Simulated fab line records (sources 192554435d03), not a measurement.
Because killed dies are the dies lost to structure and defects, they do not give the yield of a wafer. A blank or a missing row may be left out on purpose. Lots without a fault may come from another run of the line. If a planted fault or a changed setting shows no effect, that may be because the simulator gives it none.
fab line records | flow n5Finfet
record lots=4 | wafers=12 | lastDay=13
route steps=1938 shown BEOL_M9@1401 BEOL_M15@1830 PASSIVATION@1936
lots with no fault: from the same line, run without faults
startH: the number of hours between the record's first day and the start of the first shown wafer of the lot | waitH: hours from the lot's prior step to this one | " as in the row above | L1.1+2: one row covering several wafers at once | - no value, or no start given | * or withheld: withheld | < > ~ a bound
route shown NAME@n: a module of which the file shows steps, and the number in the route of the first | usual: average and standard deviation across the fault-free wafers | same: alike in all rows | chamber/n: place in a boat | sites: each site's reading | _std_site: how widely they spread, as a standard deviation | _edge_site: the outer-site mean with the inner-site mean subtracted | radiusMm: how far each site lies from the wafer's centre | mask NAME#n: copy n | behind: the most recent tool/chamber to have shaped the wafer | hold: why the lot went on hold/how many hours it stayed there/how the hold came to an end | device: names the non-switching transistor (n, p or np) | end of line: at the end of the route, the tests of the same wafers | a step with no rows: only its recipe | killed: count of dies lost to structure and defects at first sort (not the wafer's yield) | map: shows each die of a wafer: x if killed, . if not, _ if none is there
set.NAME: the run value of the setting; set.NAME@STEP: its run value at that earlier step | model.NAME: the simulator's own value behind a step, which no gauge read
certain route steps with their lots: each step a table, each wafer a row
services: the hour from which a tool's chamber was out of use, counted from the record's first day as startH (under 0 if before that day), plus the number of hours and why
## steps
# step N5_BEOL_M9_ILD_DEP_00
# recipe material=SiCOH_lowk | targetThkA=3085.1 | tempC=300 | precursor=DEMS/porogen | pressureTorr=5 | rfW=500 | timeS=58
# step N5_BEOL_M9_CURE_71
# recipe tempC=385 | timeS=240 | ambient=He/Ar | material=SiCOH_lowk
# step N5_BEOL_M9_PECVD_70
# recipe material=SiO2 | targetThkA=200 | tempC=400 | precursor=TEOS/O2 | pressureTorr=5.5 | rfW=450 | teosFlowSccm=53.8 | gas=O2 | flowSccm=3000 | timeS=22.7
# step N5_BEOL_M9_HM_DEP_02
# recipe material=TiN | targetThkA=200 | tempC=25 | chamberPressurePa=0.49996
# step N5_BEOL_M9_COAT_59
# recipe resist=SOC | tempC=250 | timeS=60 | spinRpm=1500 | resistThkNm=100
# step N5_BEOL_M9_COAT_60
# recipe resist=SiARC | tempC=220 | timeS=60 | spinRpm=1500 | resistThkNm=30
# step N5_BEOL_M9_COAT_05
# recipe resist=CAR-ArF | spinRpm=1500 | resistThkNm=90
# step N5_BEOL_M9_EBR_07
# recipe solvent=PGMEA | ebrWidthMm=1.5
# step N5_BEOL_M9_SOFTBAKE_06
# recipe tempC=110 | timeS=60 | resist=CAR-ArF
# step N5_BEOL_M9_EXPOSE_08
# recipe maskId=M9 | na=1.35 | sourceShape=dipole | sigmaInner=0.411 | sigmaOuter=0.611 | polarization=te | doseMj=53.75
# usual exposureDoseMJCm2=53.71/0.055
# same sigmaInner=0.411
lot.wafer | tool           | chamber | startH | waitH | mask | exposureDoseMJCm2
L192.3    | arfiScanner-03 | 0       | 240.05 | -     | M9#0 | 53.79
L192.4    | "              | 0       | "      | "     | M9#0 | 53.64
L192.6    | "              | 0       | "      | "     | M9#0 | 53.70
L194.2    | arfiScanner-01 | 0       | 241.86 | -     | M9#0 | 53.72
L194.3    | "              | 0       | "      | "     | M9#0 | 53.71
L194.6    | "              | 0       | "      | "     | M9#0 | 53.74
L196.3    | arfiScanner-03 | 0       | 242.06 | -     | M9#0 | 61.06
L196.4    | "              | 0       | "      | "     | M9#0 | 61.02
L196.6    | "              | 0       | "      | "     | M9#0 | 61.00
L197.1    | arfiScanner-03 | 0       | 260.71 | -     | M9#0 | 59.58
L197.5    | "              | 0       | "      | "     | M9#0 | 59.67
L197.6    | "              | 0       | "      | "     | M9#0 | 59.65
# step N5_BEOL_M9_PEB_09
# recipe pebTempC=withheld | pebTimeS=60 | resist=CAR-ArF
# step N5_BEOL_M9_DEVELOP_10
# recipe developTimeS=30 | developer=TMAH | resist=CAR-ArF | rinseLiquid=diw | dry=airSpin | devTempC=23
# step N5_BEOL_M9_CD_MEAS_11
# recipe targetCdNm=64.1 | landingEnergyEv=500 | detector=seInlens | polarity=opening
# usual cdNm=64.3/0.72
# same landingEnergyEv=500
lot.wafer | tool     | chamber | startH | waitH | cdNm
L192.3    | cdSem-02 | 0       | 240.17 | -     | 64.8
L192.4    | "        | 0       | "      | "     | 64.2
L192.6    | "        | 0       | "      | "     | 63.8
L194.2    | cdSem-01 | 0       | 241.98 | -     | 65.0
L194.3    | "        | 0       | "      | "     | 65.1
L194.6    | "        | 0       | "      | "     | 64.5
L196.3    | cdSem-03 | 0       | 242.18 | -     | 71.4
L196.4    | "        | 0       | "      | "     | 71.8
L196.6    | "        | 0       | "      | "     | 71.4
L197.1    | cdSem-02 | 0       | 260.84 | -     | 70.1
L197.5    | "        | 0       | "      | "     | 69.6
L197.6    | "        | 0       | "      | "     | 69.4
# step N5_BEOL_M9_DESCUM_16
# recipe chemistry=O2 | timeS=7.9 | sourcePowerW=50 | biasPowerW=20 | pressureMtorr=20 | rfFrequencyHz=2.712e+07 | tempC=40 | resist=CAR-ArF | o2FlowSccm=225
# step N5_BEOL_M9_ETCH_61
# recipe chemistry=CF4 | target=SiARC | targetDepthA=390 | maskMaterial=CAR-ArF | timeS=65 | ionEnergyEv=80 | pressureMtorr=40 | sourceW=545 | biasW=36 | Ar_flow_sccm=100 | cf4FlowSccm=100 | ends=cleared
# step N5_BEOL_M9_ETCH_62
# recipe chemistry=N2/H2 | target=SOC | targetDepthA=1100 | overetchA=220 | maskMaterial=SiARC | tempC=40 | timeS=165 | ionEnergyEv=200 | pressureMtorr=30 | sourceW=840 | biasW=150 | n2FlowSccm=200 | h2FlowSccm=200
# step N5_BEOL_M9_STRIP_68
# recipe chemistry=N2/H2 | tempC=40 | n2FlowSccm=200 | h2FlowSccm=200 | rfFrequencyHz=6e+07
# step N5_BEOL_M9_STRIP_67
# recipe chemistry=CF4 | resist=SiARC | powerW=300 | biasPowerW=75 | pressureMtorr=50 | cf4FlowSccm=150 | rfFrequencyHz=6e+07
# step N5_BEOL_M9_HM_OPEN_17
# recipe chemistry=Cl2/BCl3 | targetDepthA=200 | overetchA=60 | target=TiN | maskMaterial=SOC | ionEnergyEv=150 | pressureMtorr=10 | icpW=1000 | biasW=126 | Cl2_flow_sccm=53.25 | bcl3FlowSccm=21.75 | Ar_flow_sccm=25
# step N5_BEOL_M9_STRIP_19
# recipe chemistry=O2 | powerW=400 | tempC=40 | pressureMtorr=30 | rfFrequencyHz=6e+07 | biasPowerW=0 | overashFraction=0.2 | o2FlowSccm=225
# step N5_BEOL_M9_CD_MEAS_18
# recipe pitchNm=140 | targetCdNm=70
# usual cdNm=70.3/0.79
lot.wafer | tool     | chamber | startH | waitH | cdNm
L192.3    | cdSem-02 | -       | 240.71 | 0.1   | 70.9
L192.4    | "        | -       | "      | "     | 69.7
L192.6    | "        | -       | "      | "     | 70.4
L194.2    | cdSem-02 | -       | 242.53 | 0.1   | 70.5
L194.3    | "        | -       | "      | "     | 70.6
L194.6    | "        | -       | "      | "     | 70.4
L196.3    | cdSem-03 | -       | 242.95 | 0.1   | 77.3
L196.4    | "        | -       | "      | "     | 77.7
L196.6    | "        | -       | "      | "     | 77.2
L197.1    | cdSem-02 | -       | 261.38 | 0.0   | 75.4
L197.5    | "        | -       | "      | "     | 75.9
L197.6    | "        | -       | "      | "     | 75.8
# step N5_BEOL_M9_COAT_63
# recipe resist=SOC | tempC=250 | timeS=60 | spinRpm=1500 | resistThkNm=60
# step N5_BEOL_M9_COAT_64
# recipe resist=SiARC | tempC=220 | timeS=60 | spinRpm=1500 | resistThkNm=12
# step N5_BEOL_M9_COAT_75
# recipe resist=underlayer | tempC=205 | timeS=60 | spinRpm=1500 | resistThkNm=5
# step N5_BEOL_M9_COAT_22
# recipe resist=CAR-EUV | spinRpm=1500 | resistThkNm=30
# step N5_BEOL_M9_EBR_24
# recipe solvent=PGMEA | ebrWidthMm=1.5
# step N5_BEOL_M9_SOFTBAKE_23
# recipe tempC=110 | timeS=60 | resist=CAR-EUV
# step N5_BEOL_M9_EXPOSE_25
# recipe maskId=V8 | na=0.33 | sourceShape=annular | sigmaInner=0.4 | sigmaOuter=0.8 | polarization=unpolarized | doseMj=37.25
# step N5_BEOL_M9_PEB_26
# recipe pebTempC=100 | pebTimeS=60 | resist=CAR-EUV
# step N5_BEOL_M9_DEVELOP_27
# recipe developTimeS=30 | developer=TMAH | resist=CAR-EUV | rinseLiquid=surfactantRinse | dry=airSpin | devTempC=23
# step N5_BEOL_M9_DESCUM_33
# recipe chemistry=O2 | timeS=7 | sourcePowerW=50 | biasPowerW=20 | pressureMtorr=20 | rfFrequencyHz=2.712e+07 | tempC=40 | resist=CAR-EUV | o2FlowSccm=225
# step N5_BEOL_M9_ETCH_76
# recipe chemistry=N2/H2 | target=underlayer | targetDepthA=65 | maskMaterial=CAR-EUV | timeS=5.2 | ionEnergyEv=200 | pressureMtorr=30 | sourceW=840 | biasW=150 | n2FlowSccm=200 | h2FlowSccm=200 | ends=cleared
# step N5_BEOL_M9_ETCH_65
# recipe chemistry=CF4 | target=SiARC | targetDepthA=156 | maskMaterial=CAR-EUV | timeS=26 | ionEnergyEv=80 | pressureMtorr=40 | sourceW=545 | biasW=36 | Ar_flow_sccm=100 | cf4FlowSccm=100 | ends=cleared
# step N5_BEOL_M9_ETCH_66
# recipe chemistry=N2/H2 | target=SOC | targetDepthA=800 | overetchA=160 | maskMaterial=SiARC | tempC=40 | timeS=120 | ionEnergyEv=200 | pressureMtorr=30 | sourceW=840 | biasW=150 | n2FlowSccm=200 | h2FlowSccm=200
# step N5_BEOL_M15_RC_MEAS_101
# usual COMB_M10=1.5e-11/3.1e-12 | COMB_M11=1.5e-11/3e-12 | COMB_M12=6.7e-12/1.5e-12 | COMB_M13=5.4e-12/1.2e-12 | COMB_M14=4e-12/8.4e-13 | COMB_M15=2.9e-12/7.9e-13 | COMB_M5=3.8e-11/7.9e-12 | COMB_M6=2.6e-11/5.5e-12 | COMB_M7=2.6e-11/5.2e-12 | COMB_M8=2.8e-11/6.2e-12 | COMB_M9=1.5e-11/3.3e-12 | SERP_M10=3.05/0.083 | SERP_M11=3.01/0.089 | SERP_M12=0.630/0.014 | SERP_M13=0.306/0.0067 | SERP_M14=0.160/0.0038 | SERP_M14_max_site=0.161/0.0039 | SERP_M5=38.9/1.6 | SERP_M6=13.6/0.54 | SERP_M6_max_site=14.1/0.62 | SERP_M7=13.8/0.62 | SERP_M8=13.7/0.54 | SERP_M9=3.01/0.098 | SERP_M9_max_site=3.10/0.099
lot.wafer | tool      | chamber | startH | waitH | COMB_M10[S/m] | COMB_M11[S/m] | COMB_M12[S/m] | COMB_M13[S/m] | COMB_M14[S/m] | COMB_M15[S/m] | COMB_M5[S/m] | COMB_M6[S/m] | COMB_M7[S/m] | COMB_M8[S/m] | COMB_M9[S/m] | SERP_M10[ohm/um] | SERP_M11[ohm/um] | SERP_M12[ohm/um] | SERP_M13[ohm/um] | SERP_M14[ohm/um] | SERP_M14_max_site[ohm/um] | SERP_M5[ohm/um] | SERP_M6[ohm/um] | SERP_M6_max_site[ohm/um] | SERP_M7[ohm/um] | SERP_M8[ohm/um] | SERP_M9[ohm/um] | SERP_M9_max_site[ohm/um]
L194.2    | prober-01 | 0       | 286.60 | 0.2   | 1.6e-11       | 1.9e-11       | 4.8e-12       | 3.8e-12       | 2.9e-12       | 1.8e-12       | 3.8e-11      | 2.9e-11      | 2.4e-11      | 3.9e-11      | 1.5e-11      | 3.06             | 3.19             | 0.642            | 0.308            | 0.162            | 0.164                     | 41.0            | 14.8            | 15.4                     | 14.2            | 13.6            | 3.05            | 3.08
L194.3    | "         | 0       | "      | "     | 1.4e-11       | 2.2e-11       | 6.3e-12       | 2.5e-12       | 2.9e-12       | 2.5e-12       | 3.8e-11      | 3.3e-11      | 3e-11        | 2.2e-11      | 1.5e-11      | 2.86             | 2.87             | 0.654            | 0.322            | 0.158            | 0.159                     | 38.9            | 14.2            | 14.9                     | 13.5            | 13.3            | 2.76            | 2.89
L194.6    | "         | 0       | "      | "     | 1.4e-11       | 1.4e-11       | 5.2e-12       | 4.2e-12       | 2.6e-12       | 1.8e-12       | 3.4e-11      | 2.7e-11      | 3.5e-11      | 2.7e-11      | 1.3e-11      | 2.94             | 3.06             | 0.639            | 0.303            | 0.163            | 0.164                     | 39.7            | 13.9            | 14.4                     | 12.6            | 13.5            | 2.96            | 3.14
L196.3    | prober-02 | 0       | 291.72 | 0.3   | 1.8e-11       | 1.3e-11       | 6.2e-12       | 5.3e-12       | 3.3e-12       | 3.7e-12       | 6.2e-11      | 3e-11        | 2.6e-11      | 2.2e-11      | 2e-11        | 3.23             | 3.00             | 0.635            | 0.306            | 0.162            | 0.164                     | 38.9            | 13.5            | 14.4                     | 13.2            | 13.2            | 2.46            | 2.58
L196.4    | "         | 0       | "      | "     | 1.3e-11       | 1.5e-11       | 7.7e-12       | 6.1e-12       | 5.7e-12       | 3.3e-12       | 5e-11        | 1.8e-11      | 4e-11        | 2.1e-11      | 1.4e-11      | 3.14             | 3.00             | 0.637            | 0.296            | 0.164            | 0.166                     | 39.9            | 14.0            | 14.3                     | 13.2            | 13.7            | 2.57            | 2.60
L196.6    | "         | 0       | "      | "     | 2e-11         | 1.5e-11       | 7.8e-12       | 5.9e-12       | 3.6e-12       | 3.9e-12       | 4.1e-11      | 3.8e-11      | 3.4e-11      | 1.7e-11      | 1.8e-11      | 3.09             | 2.95             | 0.633            | 0.302            | 0.169            | 0.170                     | 41.8            | 14.0            | 14.6                     | 13.2            | 12.8            | 2.58            | 2.64
L192.3    | prober-01 | 0       | 291.75 | 0.3   | 1.8e-11       | 1.8e-11       | 4.3e-12       | 3.9e-12       | 3.1e-12       | 2.5e-12       | 4.1e-11      | 2.3e-11      | 2.3e-11      | 2.4e-11      | 1.2e-11      | 3.01             | 3.01             | 0.641            | 0.308            | 0.157            | 0.159                     | 41.0            | 14.7            | 15.3                     | 13.4            | 13.8            | 2.97            | 3.14
L192.4    | "         | 0       | "      | "     | 1.9e-11       | 2e-11         | 6.7e-12       | 3.7e-12       | 3.8e-12       | 3.4e-12       | 3.5e-11      | 3.5e-11      | 2.3e-11      | 2.9e-11      | 1.5e-11      | 3.04             | 3.21             | 0.660            | 0.311            | 0.160            | 0.163                     | 36.5            | 13.3            | 13.8                     | 14.2            | 13.6            | 3.06            | 3.15
L192.6    | "         | 0       | "      | "     | 2.2e-11       | 1.8e-11       | 4.6e-12       | 4.1e-12       | 4.4e-12       | 2e-12         | 5.3e-11      | 2e-11        | 2e-11        | 2.8e-11      | 1.3e-11      | 3.00             | 3.00             | 0.636            | 0.299            | 0.159            | 0.162                     | 39.9            | 13.6            | 14.0                     | 13.7            | 14.3            | 3.16            | 3.32
L197.1    | prober-01 | 0       | 308.39 | 0.0   | 1.2e-11       | 1.3e-11       | 6.5e-12       | 4e-12         | 4.3e-12       | 2.2e-12       | 4.5e-11      | 2.5e-11      | 2.3e-11      | 2e-11        | 1.9e-11      | 3.01             | 3.14             | 0.612            | 0.311            | 0.160            | 0.161                     | 38.9            | 13.0            | 13.7                     | 14.6            | 13.1            | 2.83            | 2.91
L197.5    | "         | 0       | "      | "     | 1.3e-11       | 1.4e-11       | 6.3e-12       | 5.1e-12       | 3.3e-12       | 2.1e-12       | 2.8e-11      | 1.9e-11      | 3.1e-11      | 2.3e-11      | 1.3e-11      | 2.88             | 3.09             | 0.628            | 0.312            | 0.158            | 0.161                     | 39.4            | 13.0            | 13.5                     | 14.2            | 13.6            | 2.65            | 2.75
L197.6    | "         | 0       | "      | "     | 1.4e-11       | 1.6e-11       | 6e-12         | 3.4e-12       | 4.2e-12       | 3e-12         | 3e-11        | 2.3e-11      | 2.2e-11      | 2e-11        | 1.5e-11      | 3.00             | 2.97             | 0.616            | 0.309            | 0.156            | 0.158                     | 42.5            | 14.1            | 14.6                     | 13.7            | 13.6            | 2.88            | 2.99
# sites SERP_M9 radiusMm=0,75,75,75,75,140,140,140,140
L194.2 3.05 3.05 3.07 3.03 3.08 2.97 3.07 3.04 3.02
L196.3 2.37 2.46 2.43 2.44 2.46 2.57 2.58 2.58 2.56
L192.3 2.95 2.97 2.97 2.97 2.95 2.96 3.14 3.10 3.01
L197.1 2.91 2.91 2.88 2.90 2.83 2.77 2.71 2.83 2.70
# step N5_PASSIVATION_PROBE_49
# usual defectLimitedYield=91.3/1.5 | killed_at_M0_to_M3=34/11 | killed_at_M4_up=14/6.1 | killedAtContacts=12/5.9 | killedAtFrontEnd=39/11 | killedAtOther=4/3.3 | killedDies=102/18 | killedOpen=67/13 | killedShort=33/7.9 | sort_bin_5_function=5.1/1 | sort_bin_6_memory=3.3/0.7 | sort_bin_8_speed=0.1/0.69 | sortNPass=1077/19 | sortYieldPct=91.3/1.6
# same grossDies=1180 | killedAtBackSide=0 | sort_bin_4_leakage[%]=0
lot.wafer | tool      | chamber | startH | waitH | defectLimitedYield[%] | killed_at_M0_to_M3 | killed_at_M4_up | killedAtContacts | killedAtFrontEnd | killedAtOther | killedDies | killedOpen | killedShort | sort_bin_5_function[%] | sort_bin_6_memory[%] | sort_bin_8_speed[%] | sortNPass | sortYieldPct[%]
L196.3    | prober-01 | -       | 306.65 | 0.1   | 89.2                  | 19                 | 39              | 17               | 43               | 9             | 127        | 56         | 35          | 4.3                    | 3.3                  | 0                   | 1053      | 89.2
L196.4    | prober-01 | -       | 306.70 | 0.2   | 88.1                  | 31                 | 43              | 17               | 46               | 4             | 141        | 68         | 44          | 5.8                    | 3.3                  | 0                   | 1039      | 88.1
L196.6    | prober-01 | -       | 306.80 | 0.3   | 91.0                  | 18                 | 29              | 7                | 45               | 7             | 106        | 62         | 21          | 4.1                    | 2.7                  | 0                   | 1074      | 91.0
L197.1    | prober-01 | -       | 322.02 | 0.0   | 91.6                  | 31                 | 16              | 7                | 38               | 7             | 99         | 49         | 33          | 4.3                    | 2.6                  | 0                   | 1081      | 91.6
L197.5    | prober-01 | -       | 322.22 | 0.2   | 89.7                  | 37                 | 18              | 13               | 50               | 4             | 122        | 60         | 50          | 4.7                    | 4.2                  | 0                   | 1058      | 89.7
L197.6    | prober-01 | -       | 322.27 | 0.3   | 90.4                  | 28                 | 18              | 10               | 56               | 1             | 113        | 75         | 30          | 5.8                    | 2.8                  | 0                   | 1067      | 90.4
# killed by level:class
L196.3 BEOL_M9:areaExpose=34 MOL_CONTACT_COAG:geometricParticle:open=13 STI_FIN_REVEAL:geometricParticle:open=10 GATE_CUT:geometricParticle:short=9 FIN_SAQP:geometricParticle:open=7 BEOL_M3:geometricParticle:open=6 STI_FIN_REVEAL:geometricParticle:short=5 BEOL_M0_SAQP:geometricParticle:open=4
L196.4 BEOL_M9:areaExpose=29 MOL_CONTACT_COAG:geometricParticle:open=14 GATE_CUT:geometricParticle:short=12 BEOL_M3:geometricParticle:open=10 BEOL_M0_SAQP:geometricParticle:short=8 DUMMY_GATE:geometricParticle:open=7 BEOL_M0_SAQP:geometricParticle:open=7 FIN_SAQP:geometricParticle:open=6
L196.6 BEOL_M9:areaExpose=23 FIN_SAQP:geometricParticle:open=14 STI_FIN_REVEAL:geometricParticle:open=12 MOL_CONTACT_COAG:geometricParticle:open=7 BEOL_M0_SAQP:geometricParticle:short=6 DUMMY_GATE:geometricParticle:open=4 GATE_CUT:geometricParticle:short=4 BEOL_M0_SAQP:geometricParticle:open=4
L197.1 BEOL_M0_SAQP:geometricParticle:short=10 GATE_CUT:geometricParticle:open=9 BEOL_M9:areaExpose=8 BEOL_M1:geometricParticle:open=6 STI_FIN_REVEAL:geometricParticle:open=5 MOL_CONTACT_COAG:geometricParticle:short=4 BEOL_M0_SAQP:geometricParticle:open=4 STARTING-WAFER:geometricParticle:open=4
L197.5 BEOL_M0_SAQP:geometricParticle:short=13 BEOL_M0_SAQP:geometricParticle:open=10 GATE_CUT:geometricParticle:short=9 STI_FIN_REVEAL:geometricParticle:open=8 BEOL_M4:geometricParticle:open=8 FIN_SAQP:geometricParticle:open=7 MOL_CONTACT_COAG:geometricParticle:open=7 HKMG_FIN:areaEtch=7
L197.6 STI_FIN_REVEAL:geometricParticle:open=17 MOL_CONTACT_COAG:geometricParticle:open=9 FIN_SAQP:geometricParticle:open=8 BEOL_M2:geometricParticle:open=7 BEOL_M2:geometricParticle:short=7 GATE_CUT:geometricParticle:open=6 DUMMY_GATE:geometricParticle:open=5 STI_FIN_REVEAL:geometricParticle:short=4
## services
tool           | chamber | startH | hours | kind
arfiScanner-01 | -       | 218.47 | 1.3   | pm
arfiScanner-01 | -       | 237.10 | 3.1   | pm
arfiScanner-03 | -       | 252.50 | 1.3   | pm
## key
firstSign step=N5_BEOL_M9_EXPOSE_08 | reading=exposureDoseMJCm2 | direction=up | sigmas=99+ | usual=53.71 | struck=60.33
effect step=N5_BEOL_M9_CD_MEAS_11 | reading=cdNm | direction=up | sigmas=8.7 | usual=64.3 | struck=70.6 | through=controlLoop
effect step=N5_BEOL_M9_CD_MEAS_18 | reading=cdNm | direction=up | sigmas=7.9 | usual=70.3 | struck=76.6 | through=controlLoop
effect step=N5_BEOL_M15_RC_MEAS_101 | reading=SERP_M9 | direction=down | sigmas=3.5 | usual=3.01 | struck=2.66
effect step=N5_PASSIVATION_PROBE_49 | reading=killed_at_M4_up | direction=up | sigmas=2.1 | usual=14 | struck=27 | wafersMoved=3
metAt N5_BEOL_M9_EXPOSE_08
struckWafers L196.3,L196.4,L196.6,L197.1,L197.5,L197.6
loopTrim step=N5_BEOL_M9_EXPOSE_08 | setting=dose | lots=L197
onsetBetween 240.05 242.06
fault kind=processParameterDrift | tool=arfiScanner-03 | chamber=- | onsetH=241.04 | steps=N5_BEOL_M9_EXPOSE_08 | channel=doseMj | offset=7.3635 | shape=step | actsIn=theseRecipesOnly | stated=53.75
# loopTrim: a control loop set the setting to another value than it would have without faults
